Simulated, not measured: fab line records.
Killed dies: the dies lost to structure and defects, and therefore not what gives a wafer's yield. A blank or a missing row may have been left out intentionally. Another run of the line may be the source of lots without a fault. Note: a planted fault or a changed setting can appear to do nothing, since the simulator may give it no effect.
Chamber matching	flow n5-finfet	N5_DUMMY_GATE_ETCH_23 on rie-si-04: 4 sister chambers
The step etches poly-Si in HBr/Cl2/O2, target depth 41 nm, time 22.3 s. 4 wafers are shown with their chamber, then 10 later ones without.

## WAFERS, EACH WITH ITS CHAMBER
wafer	chamber	throttle-valve-pct (%)
L081.4	2	36.97
L090.1	0	37.69
L092.1	1	36.93
L092.2	3	37.22

## WAFERS MISSING THEIR CHAMBER
wafer	throttle-valve-pct (%)
L092.3	36.98
L093.3	37.68
L093.4	36.97
L093.6	36.98
L094.1	37.22
L094.4	36.94
L094.6	37.67
L095.2	36.97
L095.3	36.93
L095.6	37.68

## THE CHAMBER EACH PASSED THROUGH
wafer	from the rows above	in truth
L092.3	2	2
L093.3	0	0
L093.4	2	2
L093.6	2	2
L094.1	3	3
L094.4	1	1
L094.6	0	0
L095.2	2	2
L095.3	1	1
L095.6	0	0
10 of 10 placed correctly. Not placeable from these rows: 0. Wrongly placed: 0.
How it was worked out, from the rows above alone: a wafer's distance from a chamber is the root of the sum, over the readings, of the square of ((its reading less the chamber's mean) divided by the reading's scatter). The wafer belongs to the nearest chamber; if the next one is less than 2 further off, it can't be placed. For every chamber, the mean is computed from those of its wafers that are shown. The scatter: with one shown wafer a chamber, the root of the mean of the squares of how far each hidden wafer lies from its nearest shown one.
